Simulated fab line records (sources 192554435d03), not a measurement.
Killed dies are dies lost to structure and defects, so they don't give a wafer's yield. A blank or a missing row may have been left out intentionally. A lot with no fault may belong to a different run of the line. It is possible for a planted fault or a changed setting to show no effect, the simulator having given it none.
8D (eight disciplines) problem report, filled in by code | flow n5Finfet | the parts of the form that need people (team, actions taken, sign-off) are left out

## 1. THE ISSUE
N5_FIN_CUT_INSPECT_17, rawDefectCount: mean 716 over 1 wafer from 1 lot; wafers with no fault: 239, standard deviation 64. Measured from the usual mean, that is +7.5 standard deviations.
The step: inspects for defects (brightfield).
The first sign was on wafer L703.4 at day 6 22:55, on defectInspect-02. The record holds 24 wafers of 8 lots with a number at this step. Rule for "out", or "out of limits": more than 4 standard deviations from the usual mean. All remaining wafers that have a number are taken as sound.

## 2. WHAT IT IS; WHAT IT IS NOT
question                    | is               | is not
which readings at this step | rawDefectCount   | -
which lots                  | L703             | L684, L685, L688, L690, L701, L706, L707
which wafers of those lots  | L703.4           | L703.1, L703.6
read on which gauges        | defectInspect-02 | defectInspect-01
when                        | from day 6 22:55 | up to then (17 sound wafers); but 6 sound wafers of L706, L707 came after

## 3. THE SUSPECTS, EACH WITH WHAT RULES IT OUT
Counting: if a tool at a process step up to the reading ran every lot that is out, it stays a suspect. Sound lots after the first of them don't rule it out here, since some wafers of a struck lot are sound.
- the gauge at N5_FIN_CUT_INSPECT_17: ruled out. All the wafers that are out were read on defectInspect-02, but those of them that N5_PASSIVATION_PROBE_49 has rows for are out there too, on other tools.
- rieDiel-04 at N5_FIN_CUT_ETCH_30 (etches underlayer in N2/H2, target depth 13 nm, time 10.4 s): kept. It processed L703, the lot that is out, at day 6 22:02, and its most recent sound lot before then was L688 at day 3 04:57.
- rieDiel-04 at N5_FIN_CUT_ETCH_20 (etches SiARC in CF4, target depth 26 nm, time 43.3 s): kept. It processed L703, the lot that is out, at day 6 22:04, and its most recent sound lot before then was L688 at day 3 04:58.
- rieSi-03 at N5_FIN_CUT_CUT_ETCH_28 (etches Si in HBr/Cl2/O2, target depth 6 nm, time 2.4 s): kept. It ran the lot that is out, L703 (day 6 22:41).
- Within rieDiel-04 at N5_FIN_CUT_ETCH_30: the wafers that are out ran in chamber 3; their sound lot-mates ran in chambers 0, 2.
- Within rieDiel-04 at N5_FIN_CUT_ETCH_20: the wafers that are out ran in chamber 3; their sound lot-mates ran in chambers 0, 2.
- Within rieSi-03 at N5_FIN_CUT_CUT_ETCH_28: the wafers that are out ran in chamber 1; their sound lot-mates ran in chambers 0, 2.
The count leaves rieDiel-04 at N5_FIN_CUT_ETCH_30, rieDiel-04 at N5_FIN_CUT_ETCH_20, and rieSi-03 at N5_FIN_CUT_CUT_ETCH_28.

## 4. THE CAUSE (what the simulator had put in)
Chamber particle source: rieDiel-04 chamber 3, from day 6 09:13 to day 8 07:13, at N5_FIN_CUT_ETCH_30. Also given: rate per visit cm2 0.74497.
Counting leaves 3 suspects; this tool is one of them.

## 5. THE CHAIN OF EFFECTS, in route order
Each row: a reading whose mean over the struck wafers that have a number lies more than 3 standard deviations from the usual. Readings are gone through only where the record gives a usual standard deviation; hours: the median, over the lots, of the time from a lot's start at the first step in this table giving one to that lot's start at this step; sigmas: the change measured in usual standard deviations.
hours | step                    | reading             | usual  | on struck wafers | change | sigmas
0     | N5_FIN_CUT_INSPECT_17   | rawDefectCount      | 239    | 716              | +477   | +7.5
266   | N5_PASSIVATION_PROBE_49 | defectLimitedYield  | 91.1 % | 83.7             | -7.4   | -5.3
266   | N5_PASSIVATION_PROBE_49 | killedAtFrontEnd    | 39     | 131              | +92    | +8.4
266   | N5_PASSIVATION_PROBE_49 | killedDies          | 105    | 192              | +87    | +5.4
266   | N5_PASSIVATION_PROBE_49 | sort_bin_5_function | 5.2 %  | 9.7              | +4.5   | +5.1
266   | N5_PASSIVATION_PROBE_49 | sortNPass           | 1075   | 988              | -87    | -5.4
266   | N5_PASSIVATION_PROBE_49 | sortYieldPct        | 91.1 % | 83.7             | -7.4   | -5.3
The process steps in it:
- N5_PASSIVATION_PROBE_49
At these later measuring or inspecting steps, every struck wafer for which the step has a row has a number for every such reading, and none has moved that far: N5_BEOL_M4_RC_MEAS_101.

## 6. WHAT WOULD HAVE CAUGHT IT SOONER
14 hours passed between the start of the fault at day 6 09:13 and the first reading out of limits at a measuring or inspecting step in this record, taken at day 6 22:55.
Of the tool readings at N5_FIN_CUT_ETCH_30 for which the record gives a usual standard deviation, none was out on any struck wafer, so an alarm limit of 4 standard deviations on them would not have fired.
The start of N5_FIN_CUT_ETCH_30 on rieDiel-04 came by day 6 22:55 for every one of the lots that are out (1). Had the tool been put on hold then, not one of them would have been saved.
